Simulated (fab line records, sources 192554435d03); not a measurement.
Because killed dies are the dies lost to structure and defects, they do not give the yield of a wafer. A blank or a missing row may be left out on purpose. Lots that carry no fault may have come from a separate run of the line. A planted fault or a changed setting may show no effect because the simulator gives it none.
Chamber matching -- flow n5 finfet -- N5_MOL_CONTACT_COAG_CMP_23 on cmp-04: 4 sister chambers
The step polishes, stops on SiO2, t overpolish 1.5 s, target thk 0 nm. 8 wafers are shown with their chamber, then 9 later ones without.

WAFERS PAIRED WITH THEIR CHAMBERS
wafer,chamber,motor current A (A),time to endpoint s (s)
L082.2,1,7.2,8.9
L084.3,3,8.7,4.1
L086.2,0,9.5,8.8
L086.3,2,7.9,9.5
L086.5,3,8.9,6.6
L088.1,1,7.1,7.5
L088.3,2,7.9,11.0
L088.5,0,9.7,10.2

WAFERS MISSING THEIR CHAMBER
wafer,motor current A (A),time to endpoint s (s)
L089.1,7.7,8.8
L089.5,9.1,8.4
L089.6,8.2,8.1
L092.1,9.5,8.2
L092.3,9.1,10.4
L092.4,7.5,8.7
L094.1,7.7,5.9
L094.2,9.7,10.8
L094.3,8.0,8.1

CHAMBER TAKEN BY EACH
wafer,from the rows above,in truth
L089.1,2,2
L089.5,can't be placed: 3 or 0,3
L089.6,2,2
L092.1,0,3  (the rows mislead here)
L092.3,can't be placed: 0 or 3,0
L092.4,can't be placed: 1 or 2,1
L094.1,can't be placed: 2 or 1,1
L094.2,0,0
L094.3,2,2
Placed correctly: 4 of 9. These rows do not allow placing 4 (true chamber among the candidates in 4). Placed wrongly: 1.
How it was worked out, from the rows above alone: a wafer's distance from a chamber is the root of the sum, over the readings, of the square of ((its reading less the chamber's mean) divided by the reading's scatter). The wafer belongs to the nearest chamber; if the next one is less than 2 further off, it can't be placed. For every chamber, the mean is computed from those of its wafers that are shown. The scatter: take each reading less its chamber's mean, square it, sum over the shown wafers, divide by the number of wafers less the number of chambers, and take the root.
